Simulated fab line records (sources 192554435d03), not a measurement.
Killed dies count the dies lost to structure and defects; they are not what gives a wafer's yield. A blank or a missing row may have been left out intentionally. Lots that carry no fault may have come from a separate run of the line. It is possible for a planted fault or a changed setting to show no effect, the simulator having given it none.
Struck lot and sound lot, side by side || flow n5Finfet || 15 steps out of a route of 1938
Sound: wafers L887.2, L887.3, L887.6. Wafers struck: L890.1, L890.2. The cause is given at the end.
At each step with rows: each side's tool, then ch and its chambers, then its first start. Under that, the readings that differ: sound wafers || struck wafers || difference of the means || sigmas: that difference in standard deviations of wafers without a fault.
alike: words and numbers the same on both sides, and readings whose means are apart by under 2 such deviations; not compared: readings that were withheld, readings missing a value for some wafer, numbers with overlapping values and no deviation given by the record, and bounds like >300 which may hide the same value.
The two part at a step that has a row with sigmas, a row that says differs or no value, or rows on one side only. Numbers that don't overlap but have no deviation are shown without sigmas and don't part them. A reading missing from all wafers of one side parts the sides only when that side holds two or more wafers.

first, 2 steps without rows for these wafers: N5_BEOL_M5_SPUTTER_81 (material Cu, target thk 15 nm, time 27.62 s); N5_BEOL_M5_ANNEAL_82 (time 1800 s).
N5_BEOL_M5_SPUTTER_83: material Cu, target thk 15 nm, time 27.62 s.
  sound: pvdSputter-03 at day 10 18:58; struck: pvdSputter-01 at day 11 22:20
  alike: throttleValvePct
then, 2 steps without rows for these wafers: N5_BEOL_M5_ANNEAL_84 (time 1800 s); N5_BEOL_M5_SPUTTER_88 (material Cu, target thk 15 nm, time 27.62 s).
N5_BEOL_M5_ANNEAL_89: time 1800 s.
  sound: pvdSputter-03 at day 10 20:08; struck: pvdSputter-01 at day 11 23:31
  alike: heaterPowerW
N5_BEOL_M5_SPUTTER_90: material Cu, target thk 4.5 nm, time 8.29 s.
  sound: pvdSputter-03 at day 10 21:08; struck: pvdSputter-01 at day 12 00:31
  alike: throttleValvePct
then, 1 step without rows for these wafers: N5_BEOL_M5_ECD_50 (material Cu, target thk 300 nm).
N5_BEOL_M5_ANNEAL_51: time 90 s.
  sound on rtpAnneal-01 ch 0, day 10 22:26; struck on rtpAnneal-02 ch 0, day 12 00:43
  alike: wafer_temp_C_max
N5_BEOL_M5_CMP_52: polishes, stops on SiCOH lowk, t overpolish 6.9 s, target thk 62 nm.
  sound on cmp-02 ch 1,2,3, day 10 22:46; struck on cmp-02 ch 0,1, day 12 01:01
{"reading": "barrierFieldEndpointS (s)", "sound": "24.8 24.6 24.5", "struck": "23.1 23.7", "difference": -1.2, "sigmas": -2}
  alike: motorCurrentA, overpolishRunS, timeToEndpointS
N5_BEOL_M5_THK_MEAS_53: measures by xrf.
  sound: filmMetro-01 at day 10 22:59; struck: filmMetro-02 at day 12 01:19
  alike: M5_THK
then, 1 step without rows for these wafers: N5_BEOL_M5_PRE_CLEAN_77 (time 15 s).
N5_BEOL_M5_CO_CAP_78: material Co, precursor CCTBA/H2, target thk 2 nm, time 102.1 s.
  sound on cvdCo-02 ch 0,2, day 10 23:04; struck on cvdCo-02 ch 0,1, day 12 01:28
{"reading": "runLengthS (s)", "sound": "124.5 123.8 125.0", "struck": "97.5 98.4", "difference": -26.5, "sigmas": -45}
{"reading": "model.Co_of_BEOL_M5_CO_CAP_78.thkNm (nm)", "sound": "2.2 2.2 2.2", "struck": "1.6 1.6", "difference": -0.6, "sigmas": ""}
  alike: heaterPowerW
then, 1 step without rows for these wafers: N5_BEOL_M5_PRE_CLEAN_55 (time 15 s).
-- record jumps: 4 days separate the struck wafers' starts on either side; left off in module BEOL_M5, taken up again in module PASSIVATION, whose first shown step is the route's number 1936 --
N5_PASSIVATION_PROBE_49:
  the record has rows for the struck wafers here (prober-01, day 16 07:57) and none for the sound ones

== WHERE THEY PART ==
First at N5_BEOL_M5_CMP_52; last, within this record, at N5_PASSIVATION_PROBE_49.

WHY: what the simulator had put in
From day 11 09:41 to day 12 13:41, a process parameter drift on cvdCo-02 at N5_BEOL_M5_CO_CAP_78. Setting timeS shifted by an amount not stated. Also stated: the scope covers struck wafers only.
